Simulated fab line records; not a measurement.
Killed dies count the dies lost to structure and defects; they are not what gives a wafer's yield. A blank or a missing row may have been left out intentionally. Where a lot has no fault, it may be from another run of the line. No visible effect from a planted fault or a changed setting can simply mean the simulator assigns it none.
fab line records	flow nand_harc
record lots=12	wafers=36	last_day=34
route steps=1302 shown P_GATE@151 END@1302
lots with no fault: from the same line, run without faults
start_h: hours from the record's opening day to when the first of the lot's shown wafers began	wait_h: hours from the lot's prior step to this one	" unchanged from the row above	L1.1+2: a row that stands for several wafers	- either no value or no given start	* or withheld: withheld	< > ~ a bound
route shown NAME@n: names a module that has steps shown in the file, with the first one's number in the route	usual: mean and standard deviation over wafers with no fault	same: alike in all rows	chamber/n: place in a boat	sites: the reading at each site	_std_site: standard deviation of those values	_edge_site: outer sites' mean less inner sites'	radius_mm: for every site, how far away it sits from the centre of the wafer	mask NAME#n: copy n	behind: the tool/chamber that last shaped the wafer	hold: reason for holding the lot/hours on hold/outcome of the hold	device: names the non-switching transistor (n, p or np)	end of line: the route-end tests of the same wafers	step lacking rows: just its recipe	killed: the dies lost at the first sort to structure and to defects; this is not the yield of the wafer	map: the dies of a wafer, with x for killed, . for not killed, _ for no die there
set.NAME: the run value of the setting; set.NAME@STEP: its run value at that earlier step	model.NAME: the simulator's own value behind a step, which no gauge read
one table for each step of the route and one row for each wafer, over a sample of lots
services: from which hour (start_h, from the record's first day; less than 0 if before it) a tool's chamber was out of use, for how many hours, and why
## steps
# step NHARC_P_GATE_CD_MEAS_33
# usual cd_nm=121.0/2.5
lot.wafer	tool	chamber	start_h	wait_h	cd_nm
L712.3	cd_sem-01	-	96.16	-	118.9
L712.5	"	-	"	"	122.9
L712.6	"	-	"	"	119.2
L713.1	cd_sem-02	-	109.98	-	123.9
L713.2	"	-	"	"	121.7
L713.5	"	-	"	"	123.8
L714.2	cd_sem-03	-	117.77	-	123.0
L714.5	"	-	"	"	121.7
L714.6	"	-	"	"	122.8
L715.2	cd_sem-01	-	128.06	-	123.8
L715.3	"	-	"	"	121.1
L715.5	"	-	"	"	119.2
L716.1	cd_sem-01	-	139.67	-	120.3
L716.5	"	-	"	"	119.8
L716.6	"	-	"	"	119.1
L718.2	cd_sem-03	-	166.40	-	122.6
L718.3	"	-	"	"	118.2
L718.5	"	-	"	"	122.1
L721.1	cd_sem-02	-	189.86	-	120.4
L721.2	"	-	"	"	124.6
L721.3	"	-	"	"	118.2
L729.2	cd_sem-03	-	265.20	-	119.9
L729.4	"	-	"	"	121.1
L729.6	"	-	"	"	120.7
L730.1	cd_sem-03	-	277.61	-	117.2
L730.2	"	-	"	"	120.1
L730.4	"	-	"	"	123.7
L733.2	cd_sem-02	-	302.12	-	119.7
L733.5	"	-	"	"	117.9
L733.6	"	-	"	"	119.8
L734.1	cd_sem-02	-	315.90	-	116.6
L734.3	"	-	"	"	121.0
L734.4	"	-	"	"	121.0
L735.1	cd_sem-01	-	324.15	-	122.4
L735.2	"	-	"	"	121.9
L735.5	"	-	"	"	121.1
# step NHARC_P_GATE_EXPOSE_88
# recipe na=0.6	target_cd_nm=2000	dose_mj=11.87	mask_id=P_HVN
lot.wafer	tool	chamber	start_h	wait_h	mask
L712.3+5+6	krf_scanner-02	0	110.57	-	P_HVN#0
L713.1+2+5	krf_scanner-02	0	124.25	-	P_HVN#0
L714.2+5+6	krf_scanner-01	0	131.78	-	P_HVN#0
L715.2+3+5	krf_scanner-03	0	142.24	-	P_HVN#0
L716.1+5+6	krf_scanner-01	0	153.86	-	P_HVN#0
L718.2+3+5	krf_scanner-01	0	180.47	-	P_HVN#0
L721.1+2+3	krf_scanner-01	0	204.16	-	P_HVN_R1#0
L729.2+4+6	krf_scanner-02	0	279.43	-	P_HVN#0
L730.1+2+4	krf_scanner-03	0	291.96	-	P_HVN#0
L733.2+5+6	krf_scanner-01	0	316.68	-	P_HVN#0
L734.1+3+4	krf_scanner-03	0	330.52	-	P_HVN#0
L735.1+2+5	krf_scanner-03	0	338.21	-	P_HVN#0
# step NHARC_P_GATE_CD_MEAS_91
# recipe target_cd_nm=2000	landing_energy_ev=500
# usual cd_nm=1999.8/1.9
# same landing_energy_ev=500
lot.wafer	tool	chamber	start_h	wait_h	hold	cd_nm
L712.3	cd_sem-01	0	110.71	-	-	1997.2
L712.5	"	0	"	"	-	1996.8
L712.6	"	0	"	"	-	1998.9
L713.1	cd_sem-02	0	124.41	-	-	1996.8
L713.2	"	0	"	"	-	1999.9
L713.5	"	0	"	"	-	1995.7
L714.2	cd_sem-01	0	131.93	-	-	2000.5
L714.5	"	0	"	"	-	1996.7
L714.6	"	0	"	"	-	1998.6
L715.2	cd_sem-02	0	142.40	-	-	1997.8
L715.3	"	0	"	"	-	1996.8
L715.5	"	0	"	"	-	1999.5
L716.1	cd_sem-01	0	154.02	-	-	1998.7
L716.5	"	0	"	"	-	2001.1
L716.6	"	0	"	"	-	2000.7
L718.2	cd_sem-03	0	180.63	-	-	2004.8
L718.3	"	0	"	"	-	2000.4
L718.5	"	0	"	"	-	2003.2
L721.1	cd_sem-02	0	204.32	-	await_dispo/0.2h/release	1976.9
L721.2	"	0	"	"	await_dispo/0.2h/release	1976.7
L721.3	"	0	"	"	await_dispo/0.2h/release	1979.1
L721.1	cd_sem-02	0	-	-	-	1976.3
L721.2	"	0	"	"	-	1976.9
L721.3	"	0	"	"	-	1979.7
L729.2	cd_sem-02	0	279.58	-	-	1999.4
L729.4	"	0	"	"	-	2001.4
L729.6	"	0	"	"	-	2003.6
L730.1	cd_sem-02	0	292.11	-	-	1999.9
L730.2	"	0	"	"	-	2000.7
L730.4	"	0	"	"	-	2004.4
L733.2	cd_sem-02	0	316.83	-	-	1997.8
L733.5	"	0	"	"	-	1999.6
L733.6	"	0	"	"	-	2000.3
L734.1	cd_sem-01	0	330.67	-	-	1999.4
L734.3	"	0	"	"	-	1999.9
L734.4	"	0	"	"	-	1999.5
L735.1	cd_sem-03	0	338.36	-	-	1999.0
L735.2	"	0	"	"	-	2001.1
L735.5	"	0	"	"	-	2001.5
# step NHARC_P_GATE_DESCUM_93
# recipe time_s=3	o2_flow_sccm=200	ar_flow_sccm=0	bias_power_w=0	chemistry=O2
# usual drypump_motor_current_A=5.7/0.52	oes_product_au=1.000/0.011	rf_vpp_V=57.8/0.82	showerhead_plenum_p_Torr=1.92/0.078	throttle_valve_pct=11.312/0.0093
lot.wafer	tool	chamber	start_h	wait_h	drypump_motor_current_A	oes_product_au	rf_hours_counter_h	rf_vpp_V	showerhead_plenum_p_Torr	throttle_valve_pct
L712.3	rie_diel-12	0	110.88	-	5.5	1.030	0	58.4	2.05	11.324
L712.6	"	3	"	"	5.1	1.022	-	56.5	1.90	11.304
L712.5	"	0	"	"	5.5	1.013	-	57.9	2.05	11.308
L713.1	rie_diel-10	3	124.58	-	6.2	0.999	4	59.2	1.97	11.319
L713.2	"	1	"	"	6.4	0.995	3	57.0	1.87	11.307
L713.5	"	2	"	"	6.1	0.988	-	58.2	1.89	11.299
L714.2	rie_diel-02	0	132.12	-	5.7	0.989	6	57.2	2.00	11.322
L714.6	"	1	"	"	5.7	0.989	-	55.8	1.89	11.295
L714.5	"	2	"	"	5.8	0.977	-	57.2	1.78	11.318
L715.2	rie_diel-02	1	142.57	-	5.7	0.990	5	58.0	1.89	11.289
L715.3	"	2	"	"	5.8	0.997	5	58.7	1.78	11.311
L715.5	"	1	"	"	5.7	0.989	-	56.9	1.88	11.301
L716.1	rie_diel-10	2	154.21	-	6.1	0.993	6	57.5	1.88	11.321
L716.6	"	3	"	"	6.2	0.991	-	58.3	1.97	11.309
L716.5	"	2	"	"	6.1	0.978	-	58.2	1.88	11.325
L718.3	rie_diel-10	2	180.80	-	6.1	0.996	6	57.4	1.88	11.315
L718.2	"	0	"	"	6.7	1.023	5	56.9	1.94	11.313
L718.5	"	2	"	"	6.1	0.991	-	56.0	1.88	11.305
L721.3	rie_diel-02	1	206.07	-	5.7	0.991	8	58.0	1.88	11.305
L721.2	"	2	"	"	5.8	0.986	9	58.0	1.78	11.310
L721.1	"	3	"	"	5.8	0.984	9	56.8	1.81	11.305
L729.2	rie_diel-10	3	279.74	-	6.2	1.007	1	59.1	1.97	11.315
L729.4	"	2	"	"	6.1	0.996	1	57.8	1.88	11.313
L729.6	"	0	"	"	6.7	0.983	-	57.4	1.94	11.309
L730.2	rie_diel-12	1	292.27	-	5.9	1.002	2	59.9	1.92	11.299
L730.1	"	2	"	"	4.6	1.025	2	58.2	1.98	11.309
L730.4	"	2	"	"	4.6	1.010	-	58.1	1.98	11.295
L733.2	rie_diel-12	2	317.02	-	4.6	1.023	4	57.1	1.98	11.317
L733.6	"	0	"	"	5.5	1.013	-	57.8	2.05	11.311
L733.5	"	1	"	"	5.9	1.006	-	58.0	1.92	11.310
L734.4	rie_diel-10	2	330.83	-	6.0	0.999	4	57.7	1.88	11.325
L734.3	"	0	"	"	6.7	1.000	3	57.7	1.94	11.314
L734.1	"	1	"	"	6.5	1.008	3	58.0	1.86	11.301
L735.2	rie_diel-12	2	338.52	-	4.6	1.010	4	57.0	1.98	11.322
L735.1	"	0	"	"	5.5	1.007	3	59.1	2.05	11.321
L735.5	"	3	"	"	5.2	0.977	-	57.8	1.89	11.313
# step NHARC_P_GATE_RTA_64
# recipe temp_c=1050	time_s=1
# usual lamp_power_pct=35.3/1.1	wafer_temp_C_max=1054.5/0.96
lot.wafer	tool	chamber	start_h	wait_h	lamp_power_pct	wafer_temp_C_max
L712.3	rtp_anneal-01	0	112.59	-	36.4	1054.1
L712.5	"	0	"	"	36.4	1054.3
L712.6	"	0	"	"	36.4	1053.7
L713.1	rtp_anneal-01	0	126.22	-	36.4	1054.8
L713.2	"	0	"	"	36.4	1055.8
L713.5	"	0	"	"	36.4	1053.3
L714.2	rtp_anneal-02	0	133.79	-	34.2	1056.2
L714.5	"	0	"	"	34.2	1055.2
L714.6	"	0	"	"	34.1	1053.6
L715.2	rtp_anneal-01	0	144.23	-	36.4	1054.1
L715.3	"	0	"	"	36.4	1054.0
L715.5	"	0	"	"	36.3	1054.0
L716.1	rtp_anneal-02	0	156.37	-	34.1	1053.8
L716.5	"	0	"	"	34.1	1053.6
L716.6	"	0	"	"	34.2	1055.6
L718.2	rtp_anneal-02	0	182.45	-	34.1	1055.7
L718.3	"	0	"	"	34.1	1055.0
L718.5	"	0	"	"	34.1	1055.1
L721.1	rtp_anneal-02	0	207.85	-	34.1	1053.6
L721.2	"	0	"	"	34.1	1054.2
L721.3	"	0	"	"	34.2	1053.5
L729.2	rtp_anneal-02	0	281.44	-	34.0	1054.1
L729.4	"	0	"	"	34.0	1056.2
L729.6	"	0	"	"	34.1	1053.8
L730.1	rtp_anneal-02	0	293.95	-	34.1	1055.8
L730.2	"	0	"	"	34.1	1054.5
L730.4	"	0	"	"	34.2	1055.3
L733.2	rtp_anneal-01	0	318.90	-	36.3	1054.4
L733.5	"	0	"	"	36.4	1055.1
L733.6	"	0	"	"	36.3	1053.1
L734.1	rtp_anneal-02	0	332.48	-	34.0	1054.7
L734.3	"	0	"	"	34.1	1055.7
L734.4	"	0	"	"	34.1	1055.3
L735.1	rtp_anneal-02	0	340.18	-	34.1	1054.1
L735.2	"	0	"	"	34.1	1055.3
L735.5	"	0	"	"	34.1	1055.0
# step NHARC_END_SORT_01
# recipe temp_c=25
# usual killed_at_array=59/24	killed_at_other=0.7/1.2	killed_at_periphery=3.5/2.6	killed_dies=63/24	killed_open=3.2/2.1	killed_short=2.4/1.5
# same gross_dies=677
lot.wafer	tool	chamber	start_h	wait_h	killed_at_array	killed_at_other	killed_at_periphery	killed_dies	killed_open	killed_short
L716.1	prober-02	0	581.53	2.5	23	0	3	26	1	1
L716.5	prober-02	0	584.69	3.7	36	0	3	39	2	7
L716.6	prober-02	0	585.49	4.0	27	0	3	30	8	2
L721.1	prober-01	0	668.67	2.5	61	3	3	67	2	2
L721.2	prober-01	0	669.48	2.8	63	0	1	64	4	1
L721.3	prober-01	0	670.29	3.1	60	0	3	63	3	1
L730.1	prober-01	0	745.22	2.5	93	2	5	100	6	1
L730.2	prober-01	0	746.03	2.8	100	0	1	101	6	6
L730.4	prober-01	0	747.63	3.4	92	0	1	93	2	0
L729.4	prober-01	0	768.97	3.4	43	0	2	45	1	2
L729.6	prober-01	0	770.57	4.0	41	1	3	45	4	2
L733.6	prober-01	0	778.42	4.1	23	0	2	25	3	2
L734.1	prober-01	0	790.12	2.6	68	0	1	69	3	0
L734.3	prober-01	0	791.70	3.1	68	1	3	72	2	2
L734.4	prober-01	0	792.50	3.4	74	2	6	82	1	1
L735.1	prober-02	0	803.54	2.5	54	2	2	58	1	3
L735.2	prober-02	0	804.35	2.8	41	1	2	44	1	3
L735.5	prober-02	0	806.77	3.7	46	0	2	48	3	3
# killed by level:class
L716.1 A_CHANNEL_HOLE_D2:chamber_film_flake=8 A_CONTACT:chamber_film_flake=5 P_M1:chamber_film_flake=2 A_CHANNEL_HOLE_D1:chamber_film_flake=2 A_STAIRCASE:chamber_film_flake=2 A_ONON_D1:geometric_particle:open=1 A_DECK1_JOINT:geometric_particle:short=1 P_GATE:chamber_film_flake=1
L716.5 A_CHANNEL_HOLE_D2:chamber_film_flake=9 A_CHANNEL_HOLE_D1:chamber_film_flake=4 A_STAIRCASE:chamber_film_flake=4 A_CHANNEL_FILL_D1:chamber_film_flake=3 A_WL_FILL:chamber_film_flake=3 A_CONTACT:chamber_film_flake=3 A_CHANNEL_HOLE_D2:geometric_particle:short=2 A_WL_FILL:geometric_particle:short=2
L716.6 A_CHANNEL_HOLE_D2:chamber_film_flake=11 A_CHANNEL_FILL_D2:geometric_particle:open=2 A_CHANNEL_HOLE_D1:chamber_film_flake=2 A_CHANNEL_FILL_D1:chamber_film_flake=2 A_STAIRCASE:chamber_film_flake=2 P_GATE:geometric_particle:open=1 P_CONTACT:geometric_particle:open=1 P_M0:geometric_particle:open=1
L721.1 A_CHANNEL_HOLE_D1:chamber_film_flake=28 A_CHANNEL_HOLE_D2:chamber_film_flake=17 A_CONTACT:chamber_film_flake=5 A_STAIRCASE:chamber_film_flake=3 THIN_TSV:chamber_film_flake=3 A_WL_FILL:chamber_film_flake=2 A_SOURCE_PLATE:geometric_particle:open=1 A_DECK1_JOINT:geometric_particle:open=1
L721.2 A_CHANNEL_HOLE_D1:chamber_film_flake=37 A_CHANNEL_HOLE_D2:chamber_film_flake=14 A_CONTACT:chamber_film_flake=6 A_ONON_D2:geometric_particle:open=2 A_CHANNEL_FILL_D1:geometric_particle:open=1 A_CHANNEL_FILL_D1:geometric_particle:short=1 A_SGD_CUT:geometric_particle:open=1 P_BONDPAD:chamber_film_flake=1
L721.3 A_CHANNEL_HOLE_D1:chamber_film_flake=39 A_CHANNEL_HOLE_D2:chamber_film_flake=14 A_CONTACT:chamber_film_flake=3 P_M0:geometric_particle:open=2 A_STAIRCASE:chamber_film_flake=2 A_CHANNEL_HOLE_D1:geometric_particle:open=1 A_BLC:geometric_particle:short=1 P_BONDPAD:chamber_film_flake=1
L730.1 A_CHANNEL_HOLE_D1:chamber_film_flake=33 A_SLIT:chamber_film_flake=30 A_CHANNEL_HOLE_D2:chamber_film_flake=24 P_M0:geometric_particle:open=2 A_ZERO_WELL:chamber_film_flake=2 P_STI:geometric_particle:open=1 A_CHANNEL_FILL_D2:geometric_particle:open=1 A_WL_FILL:geometric_particle:short=1
L730.2 A_CHANNEL_HOLE_D1:chamber_film_flake=30 A_SLIT:chamber_film_flake=27 A_CHANNEL_HOLE_D2:chamber_film_flake=26 A_STAIRCASE:chamber_film_flake=3 A_CHANNEL_FILL_D2:geometric_particle:open=2 A_SGD_CUT:geometric_particle:short=2 A_ZERO_WELL:chamber_film_flake=2 P_M0:geometric_particle:short=1
L730.4 A_CHANNEL_HOLE_D1:chamber_film_flake=33 A_SLIT:chamber_film_flake=23 A_CHANNEL_HOLE_D2:chamber_film_flake=21 A_STAIRCASE:chamber_film_flake=7 A_DECK1_JOINT:chamber_film_flake=2 A_CONTACT:chamber_film_flake=2 A_CHANNEL_FILL_D1:geometric_particle:open=1 A_M0:geometric_particle:open=1
L729.4 A_CHANNEL_HOLE_D1:chamber_film_flake=14 A_SLIT:chamber_film_flake=9 A_STAIRCASE:chamber_film_flake=8 A_SGD_CUT:chamber_film_flake=3 A_CONTACT:chamber_film_flake=2 A_CHANNEL_HOLE_D1:geometric_particle:open=1 A_ONON_D2:geometric_particle:short=1 A_WL_FILL:geometric_particle:short=1
L729.6 A_CHANNEL_HOLE_D1:chamber_film_flake=11 A_STAIRCASE:chamber_film_flake=9 A_SLIT:chamber_film_flake=5 A_SGD_CUT:chamber_film_flake=3 A_WL_FILL:chamber_film_flake=3 A_CHANNEL_FILL_D1:chamber_film_flake=2 P_CONTACT:geometric_particle:short=1 A_ONON_D1:geometric_particle:open=1
L733.6 A_SLIT:chamber_film_flake=9 A_CONTACT:chamber_film_flake=3 P_STI:chamber_film_flake=2 A_ZERO_WELL:chamber_film_flake=2 A_CHANNEL_HOLE_D2:chamber_film_flake=2 A_M1:chamber_film_flake=2 A_CHANNEL_FILL_D1:geometric_particle:short=1 A_CHANNEL_FILL_D2:geometric_particle:open=1
L734.1 A_SLIT:chamber_film_flake=27 A_CHANNEL_HOLE_D1:chamber_film_flake=16 A_CHANNEL_HOLE_D2:chamber_film_flake=14 A_CONTACT:chamber_film_flake=3 A_DECK1_JOINT:chamber_film_flake=2 A_CHANNEL_FILL_D2:chamber_film_flake=2 A_DECK1_JOINT:geometric_particle:open=1 A_WL_FILL:geometric_particle:open=1
L734.3 A_SLIT:chamber_film_flake=27 A_CHANNEL_HOLE_D2:chamber_film_flake=24 A_CHANNEL_HOLE_D1:chamber_film_flake=11 A_CONTACT:chamber_film_flake=3 P_STI:chamber_film_flake=2 P_M0:geometric_particle:short=1 A_WL_FILL:geometric_particle:short=1 A_WL_FILL:geometric_particle:open=1
L734.4 A_SLIT:chamber_film_flake=37 A_CHANNEL_HOLE_D2:chamber_film_flake=23 A_CHANNEL_HOLE_D1:chamber_film_flake=8 P_STI:chamber_film_flake=4 A_CONTACT:chamber_film_flake=2 THIN_TSV:chamber_film_flake=2 P_M0:geometric_particle:short=1 A_WL_FILL:geometric_particle:open=1
L735.1 A_CHANNEL_HOLE_D2:chamber_film_flake=28 A_SLIT:chamber_film_flake=13 A_CHANNEL_FILL_D1:chamber_film_flake=4 A_SGD_CUT:chamber_film_flake=3 P_STI:chamber_film_flake=2 THIN_TSV:chamber_film_flake=2 A_DECK1_JOINT:geometric_particle:short=1 A_ONON_D2:geometric_particle:short=1
L735.2 A_CHANNEL_HOLE_D2:chamber_film_flake=22 A_SLIT:chamber_film_flake=7 A_SGD_CUT:chamber_film_flake=3 A_STAIRCASE:chamber_film_flake=2 P_CONTACT:geometric_particle:short=1 A_CHANNEL_HOLE_D1:geometric_particle:short=1 A_CHANNEL_FILL_D2:geometric_particle:open=1 A_M0:geometric_particle:short=1
L735.5 A_CHANNEL_HOLE_D2:chamber_film_flake=27 A_SLIT:chamber_film_flake=6 A_CHANNEL_FILL_D2:chamber_film_flake=3 A_CHANNEL_HOLE_D1:chamber_film_flake=2 P_CONTACT:geometric_particle:short=1 A_DECK1_JOINT:geometric_particle:open=1 A_WL_FILL:geometric_particle:short=1 A_WL_FILL:geometric_particle:open=1
## services
tool	chamber	start_h	hours	kind
rie_diel-12	-	91.40	9.0	pm
krf_scanner-02	-	92.11	3.6	repair
krf_scanner-02	-	95.75	4.0	pm
krf_scanner-03	-	111.67	3.1	repair
krf_scanner-03	-	115.16	0.5	repair
krf_scanner-01	-	140.00	4.0	pm
krf_scanner-02	-	140.53	0.2	repair
rie_diel-10	1	153.27	6.4	repair
krf_scanner-01	-	154.01	0.3	repair
krf_scanner-02	-	195.65	0.7	repair
rie_diel-02	-	216.71	9.0	pm
rie_diel-12	1	221.23	14.2	repair
krf_scanner-03	-	224.00	4.0	pm
rie_diel-10	0	236.69	1.6	repair
rie_diel-12	2	239.03	2.4	repair
rie_diel-10	-	242.50	9.0	pm
rie_diel-12	-	255.44	1.1	repair
rie_diel-10	3	255.71	3.9	repair
krf_scanner-02	-	263.17	0.5	repair
rie_diel-12	-	268.40	9.0	pm
krf_scanner-03	-	280.11	0.3	repair
rie_diel-12	0	290.39	2.9	repair
krf_scanner-01	-	312.00	4.0	pm
krf_scanner-03	-	319.05	0.7	repair
## key
first_sign step=NHARC_P_GATE_EXPOSE_88	reading=mask	direction=changed
effect step=NHARC_P_GATE_CD_MEAS_91	reading=visit	direction=added
effect step=NHARC_P_GATE_CD_MEAS_91	reading=cd_nm	direction=down	sigmas=12	usual=1999.8	struck=1977.6
met_at NHARC_P_GATE_EXPOSE_88
struck_lots L721
tester_left_out L721
not_acting_at NHARC_P_GATE_CD_MEAS_33,NHARC_P_GATE_DESCUM_93,NHARC_P_GATE_RTA_64
onset_between 180.47 204.16
fault kind=wrong_mask	tool=any	chamber=-	onset_h=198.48	steps=NHARC_P_GATE_EXPOSE_88	aux_copy=P_HVN_R1#0	cd_offset_nm=-23.627	scope=struck_lots_only
# tester_left_out: of these lots the tester's yield and bins aren't shown, on N5 and GAA mostly nor the transistor test; their killed dies are dies lost to structure and defects alone, not to doping, threshold or leakage, so they don't give the yield
